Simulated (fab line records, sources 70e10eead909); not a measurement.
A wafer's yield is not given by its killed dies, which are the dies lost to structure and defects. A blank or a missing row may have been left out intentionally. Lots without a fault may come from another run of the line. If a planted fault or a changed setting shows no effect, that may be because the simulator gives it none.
fab line records / flow nand_harc / part 2 of 2: steps 29 to 37 of 37
[record] lots = 5 wafers = 15 last_day = 30
route steps=1302 shown A_M1@1193 A_BONDPAD@1202
lots that met no fault: from a run of the same line without faults
start_h: hours from the record's first day to the start of the lot's first wafer shown / wait_h: hours since the lot's step before / " repeats the value in the row above / L1.1+2: several wafers, shown together as one row / - no value, or no start was given / * or withheld: withheld / < > ~ a bound
route shown NAME@n: a module of which the file shows steps, and the number in the route of the first / usual: mean/standard deviation of fault-free wafers / same: alike in all rows / chamber/n: place in a boat / sites: each site's reading / _std_site: their standard deviation / _edge_site: outer sites' mean less inner sites' / radius_mm: for every site, how far away it sits from the centre of the wafer / mask NAME#n: copy n / behind: the tool/chamber that last shaped the wafer / hold: why the lot went on hold/how many hours it stayed there/how the hold came to an end / device: which transistor (n, p or np) failed to switch / end of line: the tests these same wafers got at the end of their route / a step without rows: its recipe alone / killed: count of dies lost to structure and defects at first sort (not the wafer's yield) / map: a wafer's dies, marking killed ones x, the rest . and places with no die _
set.NAME: the setting that was run; set.NAME@STEP: the one run at that earlier step / model.NAME: the simulator's own value behind a step, which no gauge read
certain route steps with their lots: each step a table, each wafer a row
services: the hour from which a tool's chamber was out of use, counted from the record's first day as start_h (under 0 if before that day), plus the number of hours and why
[[steps]]
[step NHARC_A_BONDPAD_STRIP_15]
[recipe] o2_flow_sccm = 500 ar_flow_sccm = 0 bias_w = 0 chemistry = O2
[usual] drypump_motor_current_A = 5.8/0.47 mfc_ar_sccm = 0.006/0.013 oes_product_au = 1.002/0.01 rf_vpp_V = 57.9/0.83 showerhead_plenum_p_Torr = 3.58/0.14 throttle_valve_pct = 17.038/0.0096
lot.wafer=L074.2 tool=rie_diel-06 chamber=0 start_h=547.60 wait_h=0.1 drypump_motor_current_A=6.4 mfc_ar_sccm=0 oes_product_au=1.007 rf_hours_counter_h=8 rf_vpp_V=57.0 showerhead_plenum_p_Torr=3.68 throttle_valve_pct=17.046
lot.wafer=L074.6 tool=rie_diel-06 chamber=0 start_h=547.60 wait_h=0.1 drypump_motor_current_A=6.4 mfc_ar_sccm=0 oes_product_au=1.019 rf_hours_counter_h=- rf_vpp_V=59.0 showerhead_plenum_p_Torr=3.68 throttle_valve_pct=17.028
lot.wafer=L074.5 tool=rie_diel-06 chamber=1 start_h=547.60 wait_h=0.1 drypump_motor_current_A=5.1 mfc_ar_sccm=0.010 oes_product_au=0.995 rf_hours_counter_h=- rf_vpp_V=58.3 showerhead_plenum_p_Torr=3.45 throttle_valve_pct=17.043
lot.wafer=L079.4 tool=rie_diel-06 chamber=3 start_h=570.84 wait_h=0.1 drypump_motor_current_A=5.3 mfc_ar_sccm=0 oes_product_au=1.013 rf_hours_counter_h=11 rf_vpp_V=57.4 showerhead_plenum_p_Torr=3.53 throttle_valve_pct=17.038
lot.wafer=L079.1 tool=rie_diel-06 chamber=1 start_h=570.84 wait_h=0.1 drypump_motor_current_A=5.1 mfc_ar_sccm=0.010 oes_product_au=0.978 rf_hours_counter_h=11 rf_vpp_V=57.3 showerhead_plenum_p_Torr=3.45 throttle_valve_pct=17.027
lot.wafer=L079.6 tool=rie_diel-06 chamber=3 start_h=570.84 wait_h=0.1 drypump_motor_current_A=5.3 mfc_ar_sccm=0 oes_product_au=1.023 rf_hours_counter_h=- rf_vpp_V=58.6 showerhead_plenum_p_Torr=3.53 throttle_valve_pct=17.028
lot.wafer=L084.1 tool=rie_diel-06 chamber=0 start_h=656.11 wait_h=0.1 drypump_motor_current_A=6.4 mfc_ar_sccm=0 oes_product_au=0.990 rf_hours_counter_h=26 rf_vpp_V=58.0 showerhead_plenum_p_Torr=3.67 throttle_valve_pct=17.044
lot.wafer=L084.3 tool=rie_diel-06 chamber=1 start_h=656.11 wait_h=0.1 drypump_motor_current_A=5.1 mfc_ar_sccm=0.010 oes_product_au=0.996 rf_hours_counter_h=28 rf_vpp_V=57.2 showerhead_plenum_p_Torr=3.44 throttle_valve_pct=17.030
lot.wafer=L084.2 tool=rie_diel-06 chamber=3 start_h=656.11 wait_h=0.1 drypump_motor_current_A=5.4 mfc_ar_sccm=0 oes_product_au=1.012 rf_hours_counter_h=26 rf_vpp_V=57.4 showerhead_plenum_p_Torr=3.52 throttle_valve_pct=17.042
lot.wafer=L085.3 tool=rie_diel-08 chamber=2 start_h=661.54 wait_h=0.1 drypump_motor_current_A=6.1 mfc_ar_sccm=0 oes_product_au=1.001 rf_hours_counter_h=3 rf_vpp_V=56.9 showerhead_plenum_p_Torr=3.79 throttle_valve_pct=17.029
lot.wafer=L085.2 tool=rie_diel-08 chamber=0 start_h=661.54 wait_h=0.1 drypump_motor_current_A=5.3 mfc_ar_sccm=0 oes_product_au=1.015 rf_hours_counter_h=3 rf_vpp_V=58.8 showerhead_plenum_p_Torr=3.46 throttle_valve_pct=17.037
lot.wafer=L085.5 tool=rie_diel-08 chamber=2 start_h=661.54 wait_h=0.1 drypump_motor_current_A=6.1 mfc_ar_sccm=0 oes_product_au=1.009 rf_hours_counter_h=- rf_vpp_V=59.7 showerhead_plenum_p_Torr=3.79 throttle_valve_pct=17.040
lot.wafer=L088.2 tool=rie_diel-08 chamber=2 start_h=675.72 wait_h=0.1 drypump_motor_current_A=6.1 mfc_ar_sccm=0 oes_product_au=0.990 rf_hours_counter_h=3 rf_vpp_V=58.0 showerhead_plenum_p_Torr=3.79 throttle_valve_pct=17.042
lot.wafer=L088.1 tool=rie_diel-08 chamber=0 start_h=675.72 wait_h=0.1 drypump_motor_current_A=5.3 mfc_ar_sccm=0 oes_product_au=1.004 rf_hours_counter_h=3 rf_vpp_V=57.7 showerhead_plenum_p_Torr=3.46 throttle_valve_pct=17.042
lot.wafer=L088.6 tool=rie_diel-08 chamber=2 start_h=675.72 wait_h=0.1 drypump_motor_current_A=6.1 mfc_ar_sccm=0 oes_product_au=0.994 rf_hours_counter_h=- rf_vpp_V=59.1 showerhead_plenum_p_Torr=3.79 throttle_valve_pct=17.039
[step NHARC_A_BONDPAD_ETCH_24]
[recipe] target_depth_a = 300 over_etch_frac = 0.3 time_s = 72.99 ion_energy_ev = 150 cf4_flow_sccm = 50 n2_flow_sccm = 100 ar_flow_sccm = 150 rf_w = 300 bias_w = 100 chemistry = CF4/N2
[usual] drypump_motor_current_A = 5.8/0.46 mfc_ar_sccm = 149.9/0.46 oes_product_au = 1.002/0.011 rf_vpp_V = 314.8/2.1 showerhead_plenum_p_Torr = 2.66/0.11 throttle_valve_pct = 19.795/0.0074
lot.wafer=L074.2 tool=rie_diel-06 chamber=0 start_h=- wait_h=- drypump_motor_current_A=6.4 mfc_ar_sccm=149.2 oes_product_au=1.001 rf_hours_counter_h=8 rf_vpp_V=316.8 showerhead_plenum_p_Torr=2.74 throttle_valve_pct=19.804
lot.wafer=L074.6 tool=rie_diel-06 chamber=0 start_h=- wait_h=- drypump_motor_current_A=6.4 mfc_ar_sccm=149.5 oes_product_au=1.013 rf_hours_counter_h=- rf_vpp_V=314.1 showerhead_plenum_p_Torr=2.74 throttle_valve_pct=19.789
lot.wafer=L074.5 tool=rie_diel-06 chamber=1 start_h=- wait_h=- drypump_motor_current_A=5.0 mfc_ar_sccm=149.7 oes_product_au=0.987 rf_hours_counter_h=- rf_vpp_V=313.6 showerhead_plenum_p_Torr=2.57 throttle_valve_pct=19.793
lot.wafer=L079.1 tool=rie_diel-06 chamber=3 start_h=- wait_h=- drypump_motor_current_A=5.3 mfc_ar_sccm=149.7 oes_product_au=1.011 rf_hours_counter_h=11 rf_vpp_V=313.7 showerhead_plenum_p_Torr=2.63 throttle_valve_pct=19.790
lot.wafer=L079.4 tool=rie_diel-06 chamber=0 start_h=- wait_h=- drypump_motor_current_A=6.4 mfc_ar_sccm=149.2 oes_product_au=1.017 rf_hours_counter_h=10 rf_vpp_V=315.9 showerhead_plenum_p_Torr=2.74 throttle_valve_pct=19.792
lot.wafer=L079.6 tool=rie_diel-06 chamber=3 start_h=- wait_h=- drypump_motor_current_A=5.4 mfc_ar_sccm=150.1 oes_product_au=1.006 rf_hours_counter_h=- rf_vpp_V=314.9 showerhead_plenum_p_Torr=2.63 throttle_valve_pct=19.788
lot.wafer=L084.3 tool=rie_diel-06 chamber=3 start_h=- wait_h=- drypump_motor_current_A=5.3 mfc_ar_sccm=149.8 oes_product_au=1.002 rf_hours_counter_h=26 rf_vpp_V=313.7 showerhead_plenum_p_Torr=2.62 throttle_valve_pct=19.789
lot.wafer=L084.1 tool=rie_diel-06 chamber=0 start_h=- wait_h=- drypump_motor_current_A=6.4 mfc_ar_sccm=149.4 oes_product_au=1.007 rf_hours_counter_h=26 rf_vpp_V=317.4 showerhead_plenum_p_Torr=2.73 throttle_valve_pct=19.794
lot.wafer=L084.2 tool=rie_diel-06 chamber=2 start_h=- wait_h=- drypump_motor_current_A=6.3 mfc_ar_sccm=149.6 oes_product_au=1.022 rf_hours_counter_h=26 rf_vpp_V=313.9 showerhead_plenum_p_Torr=2.68 throttle_valve_pct=19.796
lot.wafer=L085.2 tool=rie_diel-08 chamber=1 start_h=- wait_h=- drypump_motor_current_A=5.5 mfc_ar_sccm=150.5 oes_product_au=1.014 rf_hours_counter_h=3 rf_vpp_V=311.9 showerhead_plenum_p_Torr=2.48 throttle_valve_pct=19.783
lot.wafer=L085.3 tool=rie_diel-08 chamber=2 start_h=- wait_h=- drypump_motor_current_A=6.1 mfc_ar_sccm=149.5 oes_product_au=0.999 rf_hours_counter_h=3 rf_vpp_V=317.0 showerhead_plenum_p_Torr=2.82 throttle_valve_pct=19.790
lot.wafer=L085.5 tool=rie_diel-08 chamber=1 start_h=- wait_h=- drypump_motor_current_A=5.5 mfc_ar_sccm=149.9 oes_product_au=1.010 rf_hours_counter_h=- rf_vpp_V=310.9 showerhead_plenum_p_Torr=2.48 throttle_valve_pct=19.793
lot.wafer=L088.1 tool=rie_diel-08 chamber=1 start_h=- wait_h=- drypump_motor_current_A=5.6 mfc_ar_sccm=150.2 oes_product_au=1.011 rf_hours_counter_h=3 rf_vpp_V=313.1 showerhead_plenum_p_Torr=2.48 throttle_valve_pct=19.791
lot.wafer=L088.2 tool=rie_diel-08 chamber=0 start_h=- wait_h=- drypump_motor_current_A=5.3 mfc_ar_sccm=149.8 oes_product_au=1.013 rf_hours_counter_h=3 rf_vpp_V=313.3 showerhead_plenum_p_Torr=2.58 throttle_valve_pct=19.800
lot.wafer=L088.6 tool=rie_diel-08 chamber=1 start_h=- wait_h=- drypump_motor_current_A=5.5 mfc_ar_sccm=150.4 oes_product_au=1.015 rf_hours_counter_h=- rf_vpp_V=310.2 showerhead_plenum_p_Torr=2.48 throttle_valve_pct=19.785
[step NHARC_A_BONDPAD_STRIP_16]
[recipe] time_s = 600 temp_c = 30 chemistry = post_etch_residue_remover
lot.wafer=L074.6+2+5 tool=wet_bench-10 chamber=5,6,0 start_h=547.88 wait_h=-
lot.wafer=L079.1+6+4 tool=wet_bench-10 chamber=3,7,0 start_h=571.12 wait_h=-
lot.wafer=L084.1+2+3 tool=wet_bench-10 chamber=2,3,6 start_h=656.39 wait_h=-
lot.wafer=L085.3+5+2 tool=wet_bench-08 chamber=5,6,0 start_h=661.81 wait_h=-
lot.wafer=L088.6+1+2 tool=wet_bench-10 chamber=2,3,4 start_h=676.46 wait_h=-
[step NHARC_A_BONDPAD_DEGAS_25]
[recipe] temp_c = 300 time_s = 60
[usual] heater_power_w = 479/46
lot.wafer=L074.2 tool=pvd_sputter-02 chamber=- start_h=548.16 wait_h=- heater_power_w=509
lot.wafer=L074.6 tool=pvd_sputter-02 chamber=- start_h=548.16 wait_h=- heater_power_w=479
lot.wafer=L074.5 tool=pvd_sputter-02 chamber=- start_h=548.16 wait_h=- heater_power_w=507
lot.wafer=L079.1 tool=pvd_sputter-01 chamber=- start_h=571.39 wait_h=- heater_power_w=476
lot.wafer=L079.4 tool=pvd_sputter-01 chamber=- start_h=571.39 wait_h=- heater_power_w=461
lot.wafer=L079.6 tool=pvd_sputter-01 chamber=- start_h=571.39 wait_h=- heater_power_w=391
lot.wafer=L084.1 tool=pvd_sputter-02 chamber=- start_h=656.66 wait_h=- heater_power_w=470
lot.wafer=L084.3 tool=pvd_sputter-02 chamber=- start_h=656.66 wait_h=- heater_power_w=456
lot.wafer=L084.2 tool=pvd_sputter-02 chamber=- start_h=656.66 wait_h=- heater_power_w=482
lot.wafer=L085.3 tool=pvd_sputter-02 chamber=- start_h=662.09 wait_h=- heater_power_w=475
lot.wafer=L085.2 tool=pvd_sputter-02 chamber=- start_h=662.09 wait_h=- heater_power_w=541
lot.wafer=L085.5 tool=pvd_sputter-02 chamber=- start_h=662.09 wait_h=- heater_power_w=457
lot.wafer=L088.2 tool=pvd_sputter-02 chamber=- start_h=676.73 wait_h=- heater_power_w=557
lot.wafer=L088.1 tool=pvd_sputter-02 chamber=- start_h=676.73 wait_h=- heater_power_w=478
lot.wafer=L088.6 tool=pvd_sputter-02 chamber=- start_h=676.73 wait_h=- heater_power_w=550
[step NHARC_A_BONDPAD_PRE_CLEAN_26]
[recipe] time_s = 30 temp_c = 280 gas = H2/He
[usual] heater_power_w = 424/42
lot.wafer=L074.2 tool=pvd_sputter-02 chamber=- start_h=- wait_h=- heater_power_w=434
lot.wafer=L074.6 tool=pvd_sputter-02 chamber=- start_h=- wait_h=- heater_power_w=437
lot.wafer=L074.5 tool=pvd_sputter-02 chamber=- start_h=- wait_h=- heater_power_w=461
lot.wafer=L079.1 tool=pvd_sputter-01 chamber=- start_h=- wait_h=- heater_power_w=403
lot.wafer=L079.4 tool=pvd_sputter-01 chamber=- start_h=- wait_h=- heater_power_w=456
lot.wafer=L079.6 tool=pvd_sputter-01 chamber=- start_h=- wait_h=- heater_power_w=337
lot.wafer=L084.3 tool=pvd_sputter-02 chamber=- start_h=- wait_h=- heater_power_w=423
lot.wafer=L084.2 tool=pvd_sputter-02 chamber=- start_h=- wait_h=- heater_power_w=409
lot.wafer=L084.1 tool=pvd_sputter-02 chamber=- start_h=- wait_h=- heater_power_w=421
lot.wafer=L085.2 tool=pvd_sputter-02 chamber=- start_h=- wait_h=- heater_power_w=435
lot.wafer=L085.3 tool=pvd_sputter-02 chamber=- start_h=- wait_h=- heater_power_w=422
lot.wafer=L085.5 tool=pvd_sputter-02 chamber=- start_h=- wait_h=- heater_power_w=412
lot.wafer=L088.2 tool=pvd_sputter-02 chamber=- start_h=- wait_h=- heater_power_w=418
lot.wafer=L088.1 tool=pvd_sputter-02 chamber=- start_h=- wait_h=- heater_power_w=428
lot.wafer=L088.6 tool=pvd_sputter-02 chamber=- start_h=- wait_h=- heater_power_w=418
[step NHARC_A_BONDPAD_PVD_17]
[recipe] target_thk_a = 50 bias_v = 168.6 power_w = 15000 chamber_pressure_pa = 0.12 time_s = 8.06 substrate_temp_c = 50 material = TaN
[usual] chamber_pressure_pa = 0.11997/0.00024 throttle_valve_pct = 29.6/1.2
lot.wafer=L074.2 tool=pvd_sputter-02 chamber=- start_h=- wait_h=- chamber_pressure_pa=0.11994 throttle_valve_pct=30.4
lot.wafer=L074.6 tool=pvd_sputter-02 chamber=- start_h=- wait_h=- chamber_pressure_pa=0.11993 throttle_valve_pct=31.0
lot.wafer=L074.5 tool=pvd_sputter-02 chamber=- start_h=- wait_h=- chamber_pressure_pa=0.12035 throttle_valve_pct=28.9
lot.wafer=L079.1 tool=pvd_sputter-01 chamber=- start_h=- wait_h=- chamber_pressure_pa=0.12011 throttle_valve_pct=29.4
lot.wafer=L079.4 tool=pvd_sputter-01 chamber=- start_h=- wait_h=- chamber_pressure_pa=0.12001 throttle_valve_pct=29.6
lot.wafer=L079.6 tool=pvd_sputter-01 chamber=- start_h=- wait_h=- chamber_pressure_pa=0.12003 throttle_valve_pct=29.3
lot.wafer=L084.3 tool=pvd_sputter-02 chamber=- start_h=- wait_h=- chamber_pressure_pa=0.12038 throttle_valve_pct=29.1
lot.wafer=L084.2 tool=pvd_sputter-02 chamber=- start_h=- wait_h=- chamber_pressure_pa=0.11987 throttle_valve_pct=30.5
lot.wafer=L084.1 tool=pvd_sputter-02 chamber=- start_h=- wait_h=- chamber_pressure_pa=0.11992 throttle_valve_pct=28.8
lot.wafer=L085.3 tool=pvd_sputter-02 chamber=- start_h=- wait_h=- chamber_pressure_pa=0.12011 throttle_valve_pct=30.0
lot.wafer=L085.2 tool=pvd_sputter-02 chamber=- start_h=- wait_h=- chamber_pressure_pa=0.11947 throttle_valve_pct=28.9
lot.wafer=L085.5 tool=pvd_sputter-02 chamber=- start_h=- wait_h=- chamber_pressure_pa=0.11952 throttle_valve_pct=28.5
lot.wafer=L088.2 tool=pvd_sputter-02 chamber=- start_h=- wait_h=- chamber_pressure_pa=0.11999 throttle_valve_pct=30.0
lot.wafer=L088.1 tool=pvd_sputter-02 chamber=- start_h=- wait_h=- chamber_pressure_pa=0.11988 throttle_valve_pct=29.2
lot.wafer=L088.6 tool=pvd_sputter-02 chamber=- start_h=- wait_h=- chamber_pressure_pa=0.12015 throttle_valve_pct=29.0
[step NHARC_A_BONDPAD_PVD_27]
[recipe] target_thk_a = 300 chamber_pressure_pa = 5 power_w = 5000 substrate_temp_c = 30 time_s = 20.49 material = Cu
[usual] chamber_pressure_pa = 5.000/0.011 throttle_valve_pct = 29.7/1.2
lot.wafer=L074.2 tool=pvd_sputter-02 chamber=- start_h=- wait_h=- chamber_pressure_pa=5.002 throttle_valve_pct=31.3
lot.wafer=L074.6 tool=pvd_sputter-02 chamber=- start_h=- wait_h=- chamber_pressure_pa=4.980 throttle_valve_pct=28.4
lot.wafer=L074.5 tool=pvd_sputter-02 chamber=- start_h=- wait_h=- chamber_pressure_pa=5.000 throttle_valve_pct=31.1
lot.wafer=L079.4 tool=pvd_sputter-01 chamber=- start_h=- wait_h=- chamber_pressure_pa=5.004 throttle_valve_pct=29.3
lot.wafer=L079.1 tool=pvd_sputter-01 chamber=- start_h=- wait_h=- chamber_pressure_pa=4.989 throttle_valve_pct=30.0
lot.wafer=L079.6 tool=pvd_sputter-01 chamber=- start_h=- wait_h=- chamber_pressure_pa=4.999 throttle_valve_pct=29.2
lot.wafer=L084.2 tool=pvd_sputter-02 chamber=- start_h=- wait_h=- chamber_pressure_pa=4.986 throttle_valve_pct=30.2
lot.wafer=L084.3 tool=pvd_sputter-02 chamber=- start_h=- wait_h=- chamber_pressure_pa=5.006 throttle_valve_pct=30.8
lot.wafer=L084.1 tool=pvd_sputter-02 chamber=- start_h=- wait_h=- chamber_pressure_pa=5.002 throttle_valve_pct=28.8
lot.wafer=L085.2 tool=pvd_sputter-02 chamber=- start_h=- wait_h=- chamber_pressure_pa=4.992 throttle_valve_pct=30.6
lot.wafer=L085.3 tool=pvd_sputter-02 chamber=- start_h=- wait_h=- chamber_pressure_pa=4.977 throttle_valve_pct=29.0
lot.wafer=L085.5 tool=pvd_sputter-02 chamber=- start_h=- wait_h=- chamber_pressure_pa=4.998 throttle_valve_pct=28.7
lot.wafer=L088.2 tool=pvd_sputter-02 chamber=- start_h=- wait_h=- chamber_pressure_pa=5.013 throttle_valve_pct=30.4
lot.wafer=L088.1 tool=pvd_sputter-02 chamber=- start_h=- wait_h=- chamber_pressure_pa=4.996 throttle_valve_pct=30.1
lot.wafer=L088.6 tool=pvd_sputter-02 chamber=- start_h=- wait_h=- chamber_pressure_pa=5.005 throttle_valve_pct=30.5
[step NHARC_A_BONDPAD_ECD_18]
[recipe] target_thk_a = 4000 bath_temp_c = 25 material = Cu
lot.wafer=L074.2+6+5 tool=ecd_cu-02 chamber=0,0,1 start_h=548.51 wait_h=-
lot.wafer=L079.1+4+6 tool=ecd_cu-01 chamber=1,1,0 start_h=571.75 wait_h=-
lot.wafer=L084.2+1+3 tool=ecd_cu-02 chamber=1,0,1 start_h=657.02 wait_h=-
lot.wafer=L085.2+3+5 tool=ecd_cu-01 chamber=1,0,1 start_h=662.44 wait_h=-
lot.wafer=L088.1+2+6 tool=ecd_cu-02 chamber=0,1,0 start_h=677.08 wait_h=-
[step NHARC_A_BONDPAD_ANNEAL_28]
[recipe] temp_c = 225 time_s = 90
[usual] anneal_temp_c_max = 226.4/0.34 wafer_temp_C_max = 226.3/0.31
lot.wafer=L074.2 tool=rtp_anneal-01 chamber=0 start_h=548.94 wait_h=0.4 anneal_temp_c_max=225.8 wafer_temp_C_max=227.3
lot.wafer=L074.5 tool=rtp_anneal-01 chamber=0 start_h=548.94 wait_h=0.4 anneal_temp_c_max=226.7 wafer_temp_C_max=226.5
lot.wafer=L074.6 tool=rtp_anneal-01 chamber=0 start_h=548.94 wait_h=0.4 anneal_temp_c_max=226.4 wafer_temp_C_max=226.6
lot.wafer=L079.1 tool=rtp_anneal-02 chamber=0 start_h=572.13 wait_h=- anneal_temp_c_max=227.2 wafer_temp_C_max=226.0
lot.wafer=L079.4 tool=rtp_anneal-02 chamber=0 start_h=572.13 wait_h=- anneal_temp_c_max=226.8 wafer_temp_C_max=225.5
lot.wafer=L079.6 tool=rtp_anneal-02 chamber=0 start_h=572.13 wait_h=- anneal_temp_c_max=226.3 wafer_temp_C_max=225.8
lot.wafer=L084.1 tool=rtp_anneal-02 chamber=0 start_h=657.39 wait_h=- anneal_temp_c_max=226.8 wafer_temp_C_max=226.1
lot.wafer=L084.2 tool=rtp_anneal-02 chamber=0 start_h=657.39 wait_h=- anneal_temp_c_max=226.6 wafer_temp_C_max=226.2
lot.wafer=L084.3 tool=rtp_anneal-02 chamber=0 start_h=657.39 wait_h=- anneal_temp_c_max=227.3 wafer_temp_C_max=226.7
lot.wafer=L085.2 tool=rtp_anneal-02 chamber=0 start_h=662.87 wait_h=0.4 anneal_temp_c_max=226.9 wafer_temp_C_max=226.1
lot.wafer=L085.3 tool=rtp_anneal-02 chamber=0 start_h=662.87 wait_h=0.4 anneal_temp_c_max=226.3 wafer_temp_C_max=226.3
lot.wafer=L085.5 tool=rtp_anneal-02 chamber=0 start_h=662.87 wait_h=0.4 anneal_temp_c_max=226.6 wafer_temp_C_max=226.5
lot.wafer=L088.1 tool=rtp_anneal-02 chamber=0 start_h=677.46 wait_h=0.3 anneal_temp_c_max=226.7 wafer_temp_C_max=226.3
lot.wafer=L088.2 tool=rtp_anneal-02 chamber=0 start_h=677.46 wait_h=0.3 anneal_temp_c_max=226.6 wafer_temp_C_max=225.7
lot.wafer=L088.6 tool=rtp_anneal-02 chamber=0 start_h=677.46 wait_h=0.3 anneal_temp_c_max=226.6 wafer_temp_C_max=226.4
[[services]]
tool=krf_scanner-01 chamber=- start_h=527.40 hours=4.0 kind=pm
tool=pecvd-04 chamber=- start_h=540.64 hours=0.4 kind=repair
tool=rie_diel-08 chamber=- start_h=544.80 hours=9.0 kind=pm
tool=cmp-04 chamber=- start_h=568.16 hours=3.7 kind=repair
tool=litho_track-02 chamber=- start_h=577.01 hours=7.0 kind=pm
tool=rie_diel-08 chamber=1 start_h=582.08 hours=7.9 kind=repair
tool=cmp-04 chamber=- start_h=587.82 hours=0.7 kind=repair
tool=pecvd-02 chamber=- start_h=589.00 hours=13.0 kind=pm
tool=rie_diel-08 chamber=- start_h=590.59 hours=0.5 kind=repair
tool=wet_bench-08 chamber=- start_h=595.05 hours=1.7 kind=repair
tool=ecd_cu-02 chamber=- start_h=596.00 hours=8.0 kind=pm
tool=cmp-04 chamber=- start_h=600.09 hours=3.3 kind=repair
tool=pecvd-02 chamber=2 start_h=608.65 hours=5.5 kind=repair
tool=cmp-04 chamber=- start_h=609.63 hours=3.2 kind=repair
tool=litho_track-03 chamber=- start_h=625.00 hours=7.0 kind=pm
tool=rie_diel-06 chamber=2 start_h=630.23 hours=8.0 kind=repair
tool=cmp-04 chamber=- start_h=634.76 hours=3.3 kind=repair
tool=pvd_sputter-02 chamber=- start_h=638.08 hours=10.0 kind=pm
tool=cmp-04 chamber=- start_h=638.23 hours=0.3 kind=repair
tool=cmp-04 chamber=- start_h=644.01 hours=0.4 kind=repair
tool=wet_bench-08 chamber=- start_h=646.40 hours=8.0 kind=pm
tool=litho_track-05 chamber=- start_h=649.00 hours=7.0 kind=pm
tool=rie_diel-06 chamber=- start_h=661.35 hours=9.0 kind=pm
tool=wet_bench-10 chamber=- start_h=663.20 hours=8.0 kind=pm
